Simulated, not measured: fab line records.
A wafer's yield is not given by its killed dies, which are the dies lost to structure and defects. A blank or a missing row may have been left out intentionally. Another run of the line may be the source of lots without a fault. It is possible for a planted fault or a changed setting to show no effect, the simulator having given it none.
Struck lot and sound lot, side by side	flow n5-finfet	26 out of 1938 route steps
Sound: these wafers, L780.2, L780.3, L780.5. Struck: wafers L788.2, L788.3, L788.6. The cause is given at the end.
Order at every step that has rows: each side's tool, ch and its chambers, its first start. Under that, the readings that differ: sound wafers	struck wafers	difference of the means	sigmas: that difference in standard deviations of wafers without a fault.
alike: a reading whose means differ by less than 2 such deviations, as well as words and numbers matching on both sides. not compared: withheld readings; readings where some wafer has no value; bounds like >300 that might hide an equal value; numbers whose values overlap and for which the record gives no deviation.
The two part at a step that has a row with sigmas, a row that says differs or no value, or rows on one side only. When numbers do not overlap yet have no deviation, they are printed without sigmas and do not part them. A reading that every wafer of one side lacks parts them only if that side has two wafers or more.

first, 4 steps without rows for these wafers: N5_WELL_APT_EXPOSE_05 (exposes mask NWELL, defocus 0 nm, target cd 200 nm); N5_WELL_APT_PEB_06 (peb time 90 s); N5_WELL_APT_DEVELOP_07 (develop time 45 s); N5_WELL_APT_HARDBAKE_12 (time 120 s).
N5_WELL_APT_CD_MEAS_08 targets a cd of 200 nm.
  sound on cd-sem-03 ch 0, day 4 07:41; struck on cd-sem-02 ch 0, day 6 07:41
  alike: cd-nm
N5_WELL_APT_OVL_MEAS_09:
  sound on overlay-02 ch 0, day 4 07:43; struck on overlay-01 ch 0, day 6 07:43
  alike: NWELL_OVL
N5_WELL_APT_INSPECT_10: inspects for defects (macro).
  sound on defect-inspect-02, day 4 07:44; struck on defect-inspect-01, day 6 07:44
  alike: raw-defect-count
N5_WELL_APT_DESCUM_13: chemistry O2, time 7.9 s.
  sound on rie-diel-05 ch 0,2,3, day 4 08:13; struck on rie-diel-03 ch 0,2, day 6 07:46
reading	sound	struck	difference	sigmas
drypump-motor-current-A (A)	5.7 5.5 5.2	5.8 6.6 6.6	+0.9	+2
  alike: oes-product-au, rf-vpp-V, showerhead-plenum-p-Torr, throttle-valve-pct
  not compared: rf-hours-counter-h
then, 4 steps without rows for these wafers: N5_WELL_APT_IMPLANT_14; N5_WELL_APT_IMPLANT_15; N5_WELL_APT_STRIP_16 (strips in SPM, time 900 s); N5_WELL_APT_HMDS_18 (time 60 s).
N5_WELL_APT_COAT_19: resist thk 950 nm.
  sound on litho-track-03 ch 0, day 4 09:13; struck on litho-track-03 ch 0, day 6 08:32
reading	sound	struck	difference	sigmas
spin-speed-rpm (rpm)	1354.2 1356.7 1356.6	1519.3 1518.4 1518.9	+163.0	+99 or more
model.coat_of_WELL_APT_COAT_19.thk-nm (nm)	950.7 951.6 952.4	898.2 895.3 896.2	-55.0	
then, 6 steps without rows for these wafers: N5_WELL_APT_EBR_21; N5_WELL_APT_SOFTBAKE_20 (time 60 s); N5_WELL_APT_EXPOSE_22 (exposes mask PWELL, defocus 0 nm, target cd 200 nm); N5_WELL_APT_PEB_23 (peb time 90 s); N5_WELL_APT_DEVELOP_24 (develop time 45 s); N5_WELL_APT_HARDBAKE_29 (time 120 s).
N5_WELL_APT_CD_MEAS_25 targets a cd of 200 nm.
  sound on cd-sem-01 ch 0, day 4 09:29; struck on cd-sem-03 ch 0, day 6 08:48
  alike: cd-nm
N5_WELL_APT_OVL_MEAS_26:
  sound on overlay-02 ch 0, day 4 09:31; struck on overlay-01 ch 0, day 6 08:50
  alike: PWELL_OVL
N5_WELL_APT_INSPECT_27: inspects for defects (macro).
  sound on defect-inspect-01, day 4 09:33; struck on defect-inspect-02, day 6 08:51
  alike: raw-defect-count
N5_WELL_APT_DESCUM_30: chemistry O2, time 7.9 s.
  sound on rie-diel-05 ch 1,2,3, day 4 09:35; struck on rie-diel-04 ch 1,3, day 6 08:53
reading	sound	struck	difference	sigmas
model.coat_of_WELL_APT_COAT_19.thk-nm (nm)	932.5 933.5 934.3	880 877.2 878.1	-55	
  alike: drypump-motor-current-A, oes-product-au, rf-vpp-V, showerhead-plenum-p-Torr, throttle-valve-pct
  not compared: rf-hours-counter-h
following that, these wafers have no rows for 1 step: N5_WELL_APT_IMPLANT_31.
-- record jumps: 7 days separate the struck wafers' starts on either side; left off in module WELL_APT, taken up again in module BEOL_M4, whose first shown step is the route's number 1111 --
N5_BEOL_M4_RC_MEAS_101:
  sound on prober-02 ch 0, day 10 21:56; struck on prober-01 ch 0, day 12 22:51
  alike: DIBL_N, DIBL_P, IOFF_N, IOFF_P, ION_N, ION_P, SS_N, SS_P, VT_N, VT_P
-- record jumps: 4 days separate the struck wafers' starts on either side; left off in module BEOL_M4, taken up again in module PASSIVATION, whose first shown step is the route's number 1936 --
N5_PASSIVATION_PROBE_49:
  record: rows for the struck wafers here (prober-02, day 17 03:52), none for the sound ones

== WHERE THEY PART ==
First at N5_WELL_APT_DESCUM_13; last, within this record, at N5_PASSIVATION_PROBE_49.

WHY: what had been put in by the simulator
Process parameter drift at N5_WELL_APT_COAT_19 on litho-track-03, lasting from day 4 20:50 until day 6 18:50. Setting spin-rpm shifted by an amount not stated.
